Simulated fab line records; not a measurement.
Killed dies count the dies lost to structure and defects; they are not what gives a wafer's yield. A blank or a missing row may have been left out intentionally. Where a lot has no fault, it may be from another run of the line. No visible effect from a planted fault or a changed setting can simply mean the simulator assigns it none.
A lot that was struck, set against a sound lot / flow n5Finfet / 17 steps out of a route of 1938
Sound: wafers L992.3, L992.4, L992.5. The struck wafers were L107.3, L107.4, L107.5. Last of all comes the cause.
Each step with rows lists, per side, the tool, then ch with its chambers, then its first start. Under that, the readings that differ: sound wafers / struck wafers / difference of the means / sigmas: that difference in standard deviations of wafers without a fault.
alike: readings with means less than 2 such deviations apart, plus words and numbers identical on both sides. not compared: withheld readings, readings lacking a value on some wafer, bounds such as >300 that could conceal the same value, and numbers that have no deviation in the record and whose values overlap.
The two part at a step that has a row with sigmas, a row that says differs or no value, or rows on one side only. Numbers that don't overlap but have no deviation are shown without sigmas and don't part them. A reading that every wafer of one side lacks parts them only if that side has two wafers or more.

first, 2 steps without rows for these wafers: N5_BEOL_M4_ANNEAL_82 (time 240 s); N5_BEOL_M4_SPUTTER_86 (material Cu, target thk 4.5 nm, time 8.29 s).
N5_BEOL_M4_ANNEAL_87: time 240 s.
  sound: pvdSputter-01 at day 9 06:17; struck: pvdSputter-02 at day 12 19:11
  alike: heaterPowerW
N5_BEOL_M4_SPUTTER_88: material Cu, target thk 4.5 nm, time 8.29 s.
  sound: pvdSputter-01 at day 9 06:25; struck: pvdSputter-02 at day 12 19:20
  alike: chuckGasFlowSccm, throttleValvePct
N5_BEOL_M4_ANNEAL_89: time 240 s.
  sound: pvdSputter-01 at day 9 06:30; struck: pvdSputter-02 at day 12 19:25
  alike: heaterPowerW
then, 2 steps without rows for these wafers: N5_BEOL_M4_SPUTTER_90 (material Cu, target thk 4.5 nm, time 8.29 s); N5_BEOL_M4_ANNEAL_91 (time 240 s).
N5_BEOL_M4_SPUTTER_92: material Cu, target thk 4.5 nm, time 8.29 s.
  sound: pvdSputter-01 at day 9 06:52; struck: pvdSputter-02 at day 12 19:46
  alike: chuckGasFlowSccm, throttleValvePct
then, 4 steps without rows for these wafers: N5_BEOL_M4_ANNEAL_93 (time 240 s); N5_BEOL_M4_SPUTTER_94 (material Cu, target thk 4.5 nm, time 8.29 s); N5_BEOL_M4_ANNEAL_95 (time 240 s); N5_BEOL_M4_SPUTTER_96 (material Cu, target thk 4.5 nm, time 8.29 s).
N5_BEOL_M4_ECD_50: material Cu, target thk 300 nm.
  sound on ecdCu-01 ch 0,1, day 9 07:26; struck on ecdCu-01 ch 0,1, day 12 20:21
N5_BEOL_M4_ANNEAL_51: time 90 s.
  sound on rtpAnneal-01 ch 0, day 9 07:35; struck on rtpAnneal-02 ch 0, day 12 20:30
  alike: wafer_temp_C_max
N5_BEOL_M4_CMP_52: polishes, stops on SiOC, t overpolish 6.8 s, target thk 40 nm.
  sound on cmp-01 ch 0,1,2, day 9 07:51; struck on cmp-01 ch 0,2, day 12 20:44
reading=timeToEndpointS (s); sound=60 68 64; struck=0 1 1; difference=-63; sigmas=-18
  alike: motorCurrentA
  not compared: padLifeWafers
N5_BEOL_M4_RC_MEAS_101:
  the record has rows for the sound wafers here (prober-01 ch 0, day 9 08:56) and none for the struck ones
-- a jump in the record: the struck wafers' starts before and after are 4 days apart (it breaks off in module BEOL_M4 and resumes in module PASSIVATION, where the first step shown is number 1936 of the route) --
N5_PASSIVATION_PROBE_49:
  sound: prober-02 at day 13 23:49; struck: prober-02 at day 17 07:25
reading=defectLimitedYield (%); sound=93.3 92.4 92.3; struck=0 0 0; difference=-93; sigmas=-66
reading=killed_at_M4_up; sound=11 7 9; struck=1099 1103 1103; difference=+1093; sigmas=+99 or more
reading=killedAtOther; sound=1 1 2; struck=4 8 8; difference=+5; sigmas=+2
reading=killedDies; sound=79 90 91; struck=1180 1180 1180; difference=+1093; sigmas=+68
reading=killedOnRim; sound=16 14 9; struck=152 152 152; difference=+139; sigmas=+41
reading=sort_bin_5_function (%); sound=3.9 4.1 4.4; struck=96.3 97.7 97.1; difference=+92.9; sigmas=+99 or more
reading=sortNPass; sound=1101 1090 1089; struck=0 0 0; difference=-1093; sigmas=-38
reading=sortYieldPct (%); sound=93.3 92.4 92.3; struck=0 0 0; difference=-93; sigmas=-37
  alike: killed_at_M0_to_M3, killedAtContacts, killedAtFrontEnd, killedOpen, killedShort, sort_bin_4_leakage, sort_bin_6_memory

== WHERE THEY PART ==
At N5_BEOL_M4_CMP_52 first; at N5_PASSIVATION_PROBE_49 last (within this record only).

WHY: what had been put in by the simulator
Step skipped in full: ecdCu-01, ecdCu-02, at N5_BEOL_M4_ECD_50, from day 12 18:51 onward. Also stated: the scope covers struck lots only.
